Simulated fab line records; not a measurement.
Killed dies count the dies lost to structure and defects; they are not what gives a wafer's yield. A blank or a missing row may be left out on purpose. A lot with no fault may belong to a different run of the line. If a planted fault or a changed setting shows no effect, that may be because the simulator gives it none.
fab line records	flow nand_harc
[record] lots = 14	wafers = 42	last_day = 29
route steps=1302 shown A_START@389 A_ZERO_WELL@401 A_ONON_D1@442 A_CHANNEL_HOLE_D1@464
lots that met no fault: taken from a fault-free run of the same line
start_h: the number of hours between the record's first day and the start of the first shown wafer of the lot	wait_h: how many hours have passed since the lot's step before this one	" identical to the entry in the row above	L1.1+2: several wafers, shown together as one row	- no value present, or no start provided	* or withheld: withheld	< > ~ a bound
route shown NAME@n: names a module that has steps shown in the file, with the first one's number in the route	usual: mean and standard deviation over wafers with no fault	same: alike in all rows	chamber/n: place in a boat	sites: the reading at each site	_std_site: the values' standard deviation	_edge_site: inner sites' mean taken away from outer sites' mean	radius_mm: how far each site lies from the wafer's centre	mask NAME#n: copy n	behind: tool/chamber where the wafer was last shaped	hold: why the lot was held/for how many hours/how that ended	device: the n, p or np transistor that did not switch	end of line: the route-end tests of the same wafers	a step given without rows: its recipe and nothing more	killed: not the wafer's yield, but the dies lost to structure and defects at the first sort	map: the dies of a wafer, with x for killed, . for not killed, _ for no die there
set.NAME: the run value of the setting; set.NAME@STEP: its run value at that earlier step	model.NAME: the simulator's own value behind a step, which no gauge read
the route's steps for a sample of lots (tables are steps, rows are wafers)
services: when a tool's chamber went out of use (start_h, in hours from the record's first day, below 0 if earlier), for how many hours, and the reason
[[steps]]
[step NHARC_A_START_INSPECT_01]
[usual] raw_defect_count = 3.5/1.9
lot.wafer	tool	chamber	start_h	wait_h	raw_defect_count
L542.1	defect_inspect-02	-	138.08	-	4
L542.3	"	-	"	"	4
L542.5	"	-	"	"	9
L543.1	defect_inspect-02	-	143.86	-	2
L543.4	"	-	"	"	2
L543.5	"	-	"	"	2
L544.2	defect_inspect-02	-	157.66	-	4
L544.4	"	-	"	"	4
L544.6	"	-	"	"	5
L546.1	defect_inspect-01	-	177.22	-	4
L546.3	"	-	"	"	1
L546.6	"	-	"	"	3
L547.3	defect_inspect-01	-	184.46	-	2
L547.5	"	-	"	"	3
L547.6	"	-	"	"	5
L548.1	defect_inspect-02	-	196.55	-	2
L548.2	"	-	"	"	5
L548.3	"	-	"	"	1
L549.2	defect_inspect-02	-	212.49	-	7
L549.4	"	-	"	"	4
L549.5	"	-	"	"	2
L550.2	defect_inspect-02	-	218.24	-	3
L550.5	"	-	"	"	1
L550.6	"	-	"	"	6
L551.1	defect_inspect-02	-	240.69	-	2
L551.2	"	-	"	"	3
L551.5	"	-	"	"	3
L553.1	defect_inspect-01	-	247.55	-	2
L553.2	"	-	"	"	3
L553.3	"	-	"	"	5
L552.3	defect_inspect-01	-	249.39	-	4
L552.4	"	-	"	"	4
L552.5	"	-	"	"	2
L556.1	defect_inspect-01	-	280.61	-	1
L556.4	"	-	"	"	3
L556.5	"	-	"	"	6
L561.3	defect_inspect-01	-	325.59	-	7
L561.4	"	-	"	"	1
L561.6	"	-	"	"	5
L563.2	defect_inspect-01	-	350.81	-	3
L563.4	"	-	"	"	0
L563.5	"	-	"	"	6
[step NHARC_A_ZERO_WELL_CD_MEAS_10]
[recipe] target_cd_nm = 2000	landing_energy_ev = 500
[usual] cd_nm = 2000.3/1.4
lot.wafer	tool	chamber	start_h	wait_h	cd_nm
L542.1	cd_sem-02	0	138.79	-	2001.5
L542.3	"	0	"	"	2000.7
L542.5	"	0	"	"	2002.4
L543.1	cd_sem-02	0	144.70	-	2001.2
L543.4	"	0	"	"	2000.5
L543.5	"	0	"	"	2001.7
L544.2	cd_sem-03	0	158.37	-	2000.9
L544.4	"	0	"	"	1996.8
L544.6	"	0	"	"	1997.4
L546.1	cd_sem-01	0	177.94	-	2002.4
L546.3	"	0	"	"	2000.5
L546.6	"	0	"	"	1999.9
L547.3	cd_sem-02	0	185.30	-	2000.0
L547.5	"	0	"	"	1999.0
L547.6	"	0	"	"	2000.7
L548.1	cd_sem-01	0	197.39	-	2001.0
L548.2	"	0	"	"	2001.0
L548.3	"	0	"	"	1998.4
L549.2	cd_sem-02	0	213.21	-	2000.3
L549.4	"	0	"	"	2001.3
L549.5	"	0	"	"	2001.7
L550.2	cd_sem-01	0	219.09	-	2000.1
L550.5	"	0	"	"	2000.6
L550.6	"	0	"	"	2001.8
L551.1	cd_sem-02	0	241.40	-	2000.6
L551.2	"	0	"	"	1999.6
L551.5	"	0	"	"	2001.5
L553.1	cd_sem-03	0	248.39	-	2001.3
L553.2	"	0	"	"	2001.7
L553.3	"	0	"	"	2000.8
L552.3	cd_sem-01	0	250.23	-	2001.9
L552.4	"	0	"	"	2000.6
L552.5	"	0	"	"	2000.5
L556.1	cd_sem-03	0	281.52	-	2000.1
L556.4	"	0	"	"	1998.5
L556.5	"	0	"	"	2002.5
L561.3	cd_sem-01	0	326.44	-	1999.0
L561.4	"	0	"	"	2002.3
L561.6	"	0	"	"	1999.9
L563.2	cd_sem-01	0	351.71	-	2000.0
L563.4	"	0	"	"	2000.8
L563.5	"	0	"	"	2001.0
[step NHARC_A_ONON_D1_DEP_25]
[recipe] target_thk_a = 10000	n2_flow_sccm = 2750	n2o_flow_sccm = 2000	nh3_flow_sccm = 500	sih4_flow_sccm = 210	temp_c = 400
[usual] sih4_flow_sccm = 209.9/0.58
lot.wafer	tool	chamber	start_h	wait_h	sih4_flow_sccm
L542.1	pecvd_onon-02	0	170.86	0.1	210.1
L542.3	"	0	"	"	210.7
L542.5	"	0	"	"	210.4
L543.1	pecvd_onon-03	0	181.43	0.1	210.3
L543.4	"	0	"	"	209.8
L543.5	"	0	"	"	209.5
L544.2	pecvd_onon-03	0	192.07	0.1	210.6
L544.4	"	0	"	"	210.6
L544.6	"	0	"	"	209.5
L546.1	pecvd_onon-02	0	212.15	0.1	209.3
L546.3	"	0	"	"	209.9
L546.6	"	0	"	"	210.7
L547.3	pecvd_onon-04	0	218.81	0.2	209.6
L547.5	"	0	"	"	208.8
L547.6	"	0	"	"	210.1
L548.1	pecvd_onon-04	0	230.86	0.1	209.0
L548.2	"	0	"	"	210.3
L548.3	"	0	"	"	209.0
L549.2	pecvd_onon-02	0	247.58	0.1	210.9
L549.4	"	0	"	"	210.1
L549.5	"	0	"	"	209.8
L550.2	pecvd_onon-03	0	255.09	0.1	208.7
L550.5	"	0	"	"	209.9
L550.6	"	0	"	"	209.8
L551.1	pecvd_onon-02	0	277.93	0.1	208.7
L551.2	"	0	"	"	210.4
L551.5	"	0	"	"	210.6
L553.1	pecvd_onon-03	0	282.97	0.1	208.6
L553.2	"	0	"	"	209.9
L553.3	"	0	"	"	209.4
L552.3	pecvd_onon-04	0	283.10	0.2	209.5
L552.4	"	0	"	"	210.0
L552.5	"	0	"	"	209.5
L556.1	pecvd_onon-03	0	315.91	0.1	210.6
L556.4	"	0	"	"	211.3
L556.5	"	0	"	"	210.5
L561.3	pecvd_onon-02	0	364.74	0.2	211.1
L561.4	"	0	"	"	210.6
L561.6	"	0	"	"	211.1
L563.2	pecvd_onon-02	0	386.15	0.1	209.2
L563.4	"	0	"	"	208.6
L563.5	"	0	"	"	208.7
[step NHARC_A_ONON_D1_THK_MEAS_27]
[recipe] thk_meas_gauge = ellipsometry
[usual] thk_nm = 1002/10
lot.wafer	tool	chamber	start_h	wait_h	thk_nm
L542.1	film_metro-01	-	171.38	-	1023
L542.3	"	-	"	"	1022
L542.5	"	-	"	"	1022
L543.1	film_metro-01	-	181.94	-	990
L543.4	"	-	"	"	990
L543.5	"	-	"	"	990
L544.2	film_metro-01	-	192.52	-	1001
L544.4	"	-	"	"	1000
L544.6	"	-	"	"	1003
L546.1	film_metro-01	-	212.67	-	1011
L546.3	"	-	"	"	1010
L546.6	"	-	"	"	1012
L547.3	film_metro-02	-	219.21	-	1002
L547.5	"	-	"	"	1005
L547.6	"	-	"	"	1004
L548.1	film_metro-01	-	231.37	-	996
L548.2	"	-	"	"	996
L548.3	"	-	"	"	997
L549.2	film_metro-02	-	248.04	-	988
L549.4	"	-	"	"	992
L549.5	"	-	"	"	989
L550.2	film_metro-01	-	255.54	-	1011
L550.5	"	-	"	"	1008
L550.6	"	-	"	"	1009
L551.1	film_metro-02	-	278.43	-	1011
L551.2	"	-	"	"	1010
L551.5	"	-	"	"	1012
L553.1	film_metro-02	-	283.48	-	996
L553.2	"	-	"	"	995
L553.3	"	-	"	"	995
L552.3	film_metro-01	-	283.49	-	991
L552.4	"	-	"	"	991
L552.5	"	-	"	"	990
L556.1	film_metro-02	-	316.41	-	996
L556.4	"	-	"	"	994
L556.5	"	-	"	"	997
L561.3	film_metro-02	-	365.13	-	956
L561.4	"	-	"	"	956
L561.6	"	-	"	"	957
L563.2	film_metro-01	-	386.61	-	950
L563.4	"	-	"	"	948
L563.5	"	-	"	"	949
[step NHARC_A_CHANNEL_HOLE_D1_INSPECT_12]
[usual] raw_defect_count = 5.2/2.6
lot.wafer	tool	chamber	start_h	wait_h	raw_defect_count
L542.1	defect_inspect-02	-	175.31	0.0	4
L542.3	"	-	"	"	2
L542.5	"	-	"	"	3
L543.1	defect_inspect-01	-	185.84	0.0	3
L543.4	"	-	"	"	7
L543.5	"	-	"	"	2
L544.2	defect_inspect-01	-	196.46	0.0	8
L544.4	"	-	"	"	4
L544.6	"	-	"	"	4
L546.1	defect_inspect-01	-	216.85	0.0	5
L546.3	"	-	"	"	4
L546.6	"	-	"	"	5
L547.3	defect_inspect-01	-	223.57	0.0	3
L547.5	"	-	"	"	2
L547.6	"	-	"	"	1
L548.1	defect_inspect-01	-	235.33	0.0	2
L548.2	"	-	"	"	5
L548.3	"	-	"	"	6
L549.2	defect_inspect-01	-	254.46	0.0	11
L549.4	"	-	"	"	6
L549.5	"	-	"	"	6
L550.2	defect_inspect-02	-	262.59	0.0	8
L550.5	"	-	"	"	6
L550.6	"	-	"	"	3
L551.1	defect_inspect-02	-	282.39	0.0	5
L551.2	"	-	"	"	10
L551.5	"	-	"	"	6
L553.1	defect_inspect-02	-	291.21	0.0	4
L553.2	"	-	"	"	9
L553.3	"	-	"	"	3
L552.3	defect_inspect-01	-	291.39	0.0	3
L552.4	"	-	"	"	11
L552.5	"	-	"	"	6
L556.1	defect_inspect-01	-	321.94	0.0	4
L556.4	"	-	"	"	3
L556.5	"	-	"	"	4
[[services]]
tool	chamber	start_h	hours	kind
pecvd_onon-02	-	185.18	13.0	pm
pecvd_onon-04	-	211.70	2.9	repair
pecvd_onon-03	-	218.94	5.7	repair
pecvd_onon-03	-	227.00	13.0	pm
pecvd_onon-04	-	311.28	13.0	pm
pecvd_onon-02	-	366.18	13.0	pm
[[key]]
[first_sign] step = NHARC_A_ONON_D1_THK_MEAS_27	reading = thk_nm	direction = down	sigmas = 4.9	usual = 1002	struck = 953
effect none on later readings
met_at NHARC_A_ONON_D1_DEP_25
struck_lots L561,L563
later_rows_left_out L561.3,L561.4,L561.6,L563.2,L563.4,L563.5
sort_left_out L561.3,L561.4,L561.6,L563.2,L563.4,L563.5
tester_left_out L561,L563
not_acting_at NHARC_A_START_INSPECT_01,NHARC_A_ZERO_WELL_CD_MEAS_10,NHARC_A_CHANNEL_HOLE_D1_INSPECT_12
onset_between 277.93 364.74
also_fits time
[fault] kind = process_parameter_drift	tool = pecvd_onon-02	chamber = -	onset_h = 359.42	steps = NHARC_A_ONON_D1_DEP_25	channel = target_thk_a	offset = *	shape = step	end_h = 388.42	acts_in = *	stated = *
// tester_left_out: of these lots the tester's yield and bins aren't shown, on N5 and GAA mostly nor the transistor test; their killed dies are dies lost to structure and defects alone, not to doping, threshold or leakage, so they don't give the yield
// sort_left_out: the simulated sort isn't trusted on such a fault, so these wafers' sort isn't shown, and their yield isn't known
// later_rows_left_out: the simulator's readings of these wafers behind a module that went badly wrong aren't trusted and aren't shown, but for the sort
